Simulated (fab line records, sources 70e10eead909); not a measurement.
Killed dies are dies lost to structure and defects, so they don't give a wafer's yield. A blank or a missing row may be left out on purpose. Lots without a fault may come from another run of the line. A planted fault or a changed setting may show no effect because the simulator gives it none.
Which tool did it? | flow nand_harc | 14 lots, 42 wafers sampled, at 5 steps of a route of 1302

WHAT THE GAUGES READ, wafer by wafer
NHARC_END_SORT_01.
lot  | measured     | on        | killed_at_array | killed_at_other | killed_at_periphery | killed_dies | killed_open | killed_short
L922 | day 31 05:36 | prober-02 | 666 672 72      | 2 2 0           | 9 3 2               | 677 677 74  | 4 7 4       | 3 2 6
L921 | day 31 05:47 | prober-01 | 49 674 80       | 2 1 1           | 3 2 1               | 54 677 82   | 1 3 5       | 1 1 1

WHICH TOOL RAN EACH LOT (tool, then ch and the chambers of the sampled wafers, then the start)
lot  | NHARC_A_STAIRCASE_DEP_322       | NHARC_THIN_TSV_PVD_51                   | NHARC_THIN_TSV_CMP_21         | NHARC_THIN_TSV_ETCH_36
L907 | pecvd-04 ch 0,2, day 18 00:26   | pvd_sputter-03, day 24 01:08 or earlier | cmp-02 ch 1,2, day 24 01:08   | rie_metal-01 ch 0,1, day 24 03:17
L908 | pecvd-03 ch 0,1,2, day 19 01:11 | pvd_sputter-03, day 24 21:44 or earlier | cmp-04 ch 1,2,3, day 24 21:44 | rie_metal-02 ch 0,1, day 24 23:44
L910 | pecvd-04 ch 0,1, day 19 01:17   | pvd_sputter-01, day 24 23:31 or earlier | cmp-01 ch 0,2, day 24 23:31   | rie_metal-02 ch 0,1, day 25 01:31
L909 | pecvd-02 ch 1,2, day 19 01:26   | pvd_sputter-01, day 24 16:54 or earlier | cmp-02 ch 0,1,3, day 24 16:54 | rie_metal-03 ch 0,1, day 24 19:02
L924 | pecvd-04 ch 0,2, day 24 15:57   | pvd_sputter-02, day 30 09:12 or earlier | cmp-04 ch 0,1,2, day 30 09:12 | rie_metal-03 ch 0,1, day 30 11:21
L922 | pecvd-03 ch 0,2, day 24 16:07   | pvd_sputter-02, day 30 17:57 or earlier | cmp-02 ch 0, day 30 17:57     | rie_metal-01 ch 0, day 30 20:13
L923 | pecvd-02 ch 0,2, day 24 16:08   | pvd_sputter-03, day 30 08:08 or earlier | cmp-04 ch 0,3, day 30 08:08   | rie_metal-01 ch 0, day 30 10:29
L921 | pecvd-03 ch 0,1, day 24 16:30   | pvd_sputter-02, day 30 18:58 or earlier | cmp-04 ch 0,1, day 30 18:58   | rie_metal-03 ch 0, day 30 21:07
L925 | pecvd-04 ch 1,2, day 25 16:32   | pvd_sputter-02, day 31 10:04 or earlier | cmp-04 ch 0,1, day 31 10:04   | rie_metal-03 ch 0,1, day 31 12:04
L926 | pecvd-04 ch 0,1, day 25 17:01   | pvd_sputter-01, day 31 08:55 or earlier | cmp-01 ch 0,1,3, day 31 08:55 | rie_metal-01 ch 0, day 31 11:16
L928 | pecvd-04 ch 0,1,2, day 26 13:00 | pvd_sputter-01, day 32 06:54 or earlier | cmp-04 ch 0,1,3, day 32 06:54 | rie_metal-03 ch 0,1, day 32 09:03
L927 | pecvd-02 ch 0,1,2, day 26 13:12 | pvd_sputter-02, day 32 08:04 or earlier | cmp-02 ch 1,2,3, day 32 08:04 | rie_metal-02 ch 0,1, day 32 10:11
L930 | pecvd-04 ch 0,1, day 26 22:19   | pvd_sputter-03, day 32 16:44 or earlier | cmp-02 ch 0,1, day 32 16:44   | rie_metal-02 ch 0,1, day 32 18:54
L929 | pecvd-02 ch 0,1,2, day 26 22:31 | pvd_sputter-02, day 32 18:02 or earlier | cmp-01 ch 0,1, day 32 18:02   | rie_metal-01 ch 0,1, day 32 20:08
- NHARC_A_STAIRCASE_DEP_322: deposits SiO2, target thk 7200 nm.
- NHARC_THIN_TSV_PVD_51: deposits Cu, target thk 100 nm.
- NHARC_THIN_TSV_CMP_21: polishes, t overpolish 30 s, target thk 2000 nm.
- NHARC_THIN_TSV_ETCH_36: etches the open film in Cl2/BCl3, target depth 65 nm, time 18.571 s.

WHAT THE TOOLS THEMSELVES READ (means of the sampled wafers that have a number; where no wafer has one, the mark that the record gives instead)
NHARC_A_STAIRCASE_DEP_322.
lot  | tool     | heater_power_w (W)
L907 | pecvd-04 | 770
L908 | pecvd-03 | 695
L910 | pecvd-04 | 738
L909 | pecvd-02 | 663
L924 | pecvd-04 | 792
L922 | pecvd-03 | 643
L923 | pecvd-02 | 617
L921 | pecvd-03 | 617
L925 | pecvd-04 | 645
L926 | pecvd-04 | 739
L928 | pecvd-04 | 726
L927 | pecvd-02 | 728
L930 | pecvd-04 | 769
L929 | pecvd-02 | 656

NHARC_THIN_TSV_PVD_51.
lot  | tool           | throttle_valve_pct (%)
L907 | pvd_sputter-03 | 30.5
L908 | pvd_sputter-03 | 31.3
L910 | pvd_sputter-01 | 30.4
L909 | pvd_sputter-01 | 30.0
L924 | pvd_sputter-02 | 30.1
L922 | pvd_sputter-02 | 30.1
L923 | pvd_sputter-03 | 30.5
L921 | pvd_sputter-02 | 32.1
L925 | pvd_sputter-02 | 30.4
L926 | pvd_sputter-01 | 30.7
L928 | pvd_sputter-01 | 30.5
L927 | pvd_sputter-02 | 30.8
L930 | pvd_sputter-03 | 31.2
L929 | pvd_sputter-02 | 30.7

NHARC_THIN_TSV_CMP_21.
lot  | tool   | motor_current_A (A) | overpolish_run_s (s)
L907 | cmp-02 | 12.4                | 29.999
L908 | cmp-04 | 12.3                | 30.013
L910 | cmp-01 | 11.6                | 29.995
L909 | cmp-02 | 10.8                | 29.997
L924 | cmp-04 | 12.6                | 30.001
L922 | cmp-02 | 10.9                | 30.011
L923 | cmp-04 | 11.7                | 29.995
L921 | cmp-04 | 12.1                | 30.002
L925 | cmp-04 | 12.1                | 30.002
L926 | cmp-01 | 10.7                | 30.004
L928 | cmp-04 | 11.6                | 29.994
L927 | cmp-02 | 11.4                | 30.008
L930 | cmp-02 | 11.3                | 29.997
L929 | cmp-01 | 11.0                | 30.006

NHARC_THIN_TSV_ETCH_36.
lot  | tool         | drypump_motor_current_A (A) | oes_product_au (a.u.)
L907 | rie_metal-01 | 5.7                         | 1.001
L908 | rie_metal-02 | 6.0                         | 0.989
L910 | rie_metal-02 | 5.9                         | 0.984
L909 | rie_metal-03 | 5.8                         | 0.999
L924 | rie_metal-03 | 5.3                         | 0.998
L922 | rie_metal-01 | 5.6                         | 0.978
L923 | rie_metal-01 | 5.6                         | 1.002
L921 | rie_metal-03 | 4.8                         | 1.004
L925 | rie_metal-03 | 5.3                         | 1.006
L926 | rie_metal-01 | 5.6                         | 0.984
L928 | rie_metal-03 | 5.3                         | 0.998
L927 | rie_metal-02 | 5.9                         | 0.991
L930 | rie_metal-02 | 5.9                         | 0.993
L929 | rie_metal-01 | 5.9                         | 0.993

THE ANSWER, worked out from the rows above alone
Rule: what is usual is taken from the lots themselves. Put in order of their means at a reading, lots are off if they are a third of the lots or fewer, leave a main group of 4 or more, and stand apart from it by a gap of 3 or more times the standard deviation of the main group's means; of several such gaps the widest counts. A main group whose means are all the same, to the digits that the tables above print for the reading, isn't used. A lot without any number at a reading at which 4 lots or more have one is off too. The other lots that the step has rows for count as sound. The gauges are gone through in route order, then the tools' own readings, and for those a lot's mean is taken as printed above. The first step at which some lot is off is used, and at that step the reading that is off furthest; a lot without a number counts as furthest.
No lot is off at any reading shown: from this, nothing can be told.

WHAT THE SIMULATOR HAD PUT IN
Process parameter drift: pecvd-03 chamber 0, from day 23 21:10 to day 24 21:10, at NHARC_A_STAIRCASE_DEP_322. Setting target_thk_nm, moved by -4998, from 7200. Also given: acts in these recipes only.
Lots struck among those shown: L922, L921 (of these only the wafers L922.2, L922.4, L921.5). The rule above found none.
